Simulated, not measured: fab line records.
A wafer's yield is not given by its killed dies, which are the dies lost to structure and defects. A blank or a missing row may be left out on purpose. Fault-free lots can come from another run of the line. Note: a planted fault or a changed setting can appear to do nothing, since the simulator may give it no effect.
Struck lot and sound lot, side by side	flow n5_finfet	20 out of 1938 route steps
Sound: these wafers, L412.2, L412.5, L412.6. Struck: wafers L417.2, L417.6. The cause is named last.
Order at every step that has rows: each side's tool, ch and its chambers, its first start. Under that, the readings that differ: sound wafers	struck wafers	difference of the means	sigmas: that difference in standard deviations of wafers without a fault.
alike: readings whose means differ by less than 2 such deviations, and words and numbers that are the same on both sides. not compared: withheld readings, readings that some wafer has no value for, bounds like >300 that may hide the same value, and numbers for which the record gives no deviation and whose values overlap.
Wherever a step has rows on one side only, a row that says differs or no value, or a row with sigmas, the two part there. Numbers that have no deviation but don't overlap get no sigmas and don't part them. A reading missing from all wafers of one side parts the sides only when that side holds two or more wafers.

first, 9 steps without rows for these wafers: N5_FIN_SAQP_EXPOSE_13 (exposes mask FIN CORE, target cd 35.6 nm); N5_FIN_SAQP_PEB_14 (peb time 60 s); N5_FIN_SAQP_DEVELOP_15 (develop time 30 s); N5_FIN_SAQP_DESCUM_21 (chemistry O2, time 7.9 s); N5_FIN_SAQP_ETCH_51 (etches SiARC in CF4, target depth 45.5 nm, time 75.8 s); N5_FIN_SAQP_ETCH_52 (etches SOC in N2/H2, target depth 100 nm, overetch 20 nm, time 150 s); N5_FIN_SAQP_STRIP_53 (strips in N2/H2); N5_FIN_SAQP_HM_OPEN_73 (chemistry CHF3/O2, target SiO2, stops on a-Si, target depth 12 nm, time 16.8 s); N5_FIN_SAQP_STRIP_74 (strips in CHF3/O2).
N5_FIN_SAQP_MANDREL_ETCH_22: etches a-Si in HBr/Cl2, stops on SiNx, target depth 60 nm, bt time 10 s, time 30 s.
  sound on rie_si-02 ch 0,1,2, day 3 10:02; struck on rie_si-02 ch 2,3, day 4 17:02
reading	sound	struck	difference	sigmas
model.SOC_of_FIN_SAQP_COAT_49.thk_nm (nm)	75.41 75.4 75.4	63.15 63.38	-12.14	
model.SiNx_of_FIN_SAQP_PECVD_48.thk_nm (nm)	24.86 24.88 24.91	18.43 19.07	-6.13	
  alike: drypump_motor_current_A, oes_product_au, throttle_valve_pct
  not compared: rf_hours_counter_h
then, 7 steps without rows for these wafers: N5_FIN_SAQP_STRIP_55 (strips in N2/H2); N5_FIN_SAQP_STRIP_23 (strips in SPM, time 750 s); N5_FIN_SAQP_SRD_66 (time 30 s); N5_FIN_SAQP_RECESS_75 (chemistry HF/NH3, target SiO2, target depth 14.4 nm, afs cycles 3, sublimation time 60 s); N5_FIN_SAQP_SPACER1_ALD_24 (deposits SiO2, target thk 20.3 nm, pulse time 1 s, purge time 2 s); N5_FIN_SAQP_SPACER1_ETCHBACK_25 (etches SiO2 in CHF3/O2, target depth 24.4 nm, time 12.2 s); N5_FIN_SAQP_MANDREL1_REMOVE_56 (chemistry HBr/Cl2/O2, target a-Si, stops on SiNx, bt time 10 s).
N5_FIN_SAQP_ETCH_57: etches SiNx in CH3F/O2, target depth 32.5 nm, time 46.4 s.
  sound on rie_diel-01 ch 0,3, day 3 12:07; struck on rie_diel-03 ch 1,3, day 4 18:57
reading	sound	struck	difference	sigmas
etch_rf_on_time_s (s)	46.2 46.1 47.8	34.4 35.2	-11.9	-12
model.etch.depth_nm (nm)	24.86 24.88 24.91	18.43 19.07	-6.13	
  alike: drypump_motor_current_A, oes_o_777_au, oes_product_au, rf_vpp_V, showerhead_plenum_p_Torr, throttle_valve_pct
  not compared: rf_hours_counter_h
then, 1 step without rows for these wafers: N5_FIN_SAQP_ETCH_65 (etches SiO2 in CF4, target depth 4 nm, time 4.4 s).
-- here the record skips 6 days between the struck wafers' starts before and after, leaving off in module FIN_SAQP and picking up in module BEOL_M4 (first step shown: number 1111 of the route) --
N5_BEOL_M4_RC_MEAS_101:
  sound on prober-02 ch 0, day 9 11:30; struck on prober-01 ch 0, day 10 20:17
  alike: DIBL_N, DIBL_P, IOFF_N, IOFF_P, ION_N, ION_P, SS_N, SS_P, VT_N, VT_P

## WHERE THEY PART
Only at N5_FIN_SAQP_ETCH_57, within this record. Later steps at which nothing parts them and some readings are alike: N5_BEOL_M4_RC_MEAS_101.

WHY: whatever the simulator had introduced
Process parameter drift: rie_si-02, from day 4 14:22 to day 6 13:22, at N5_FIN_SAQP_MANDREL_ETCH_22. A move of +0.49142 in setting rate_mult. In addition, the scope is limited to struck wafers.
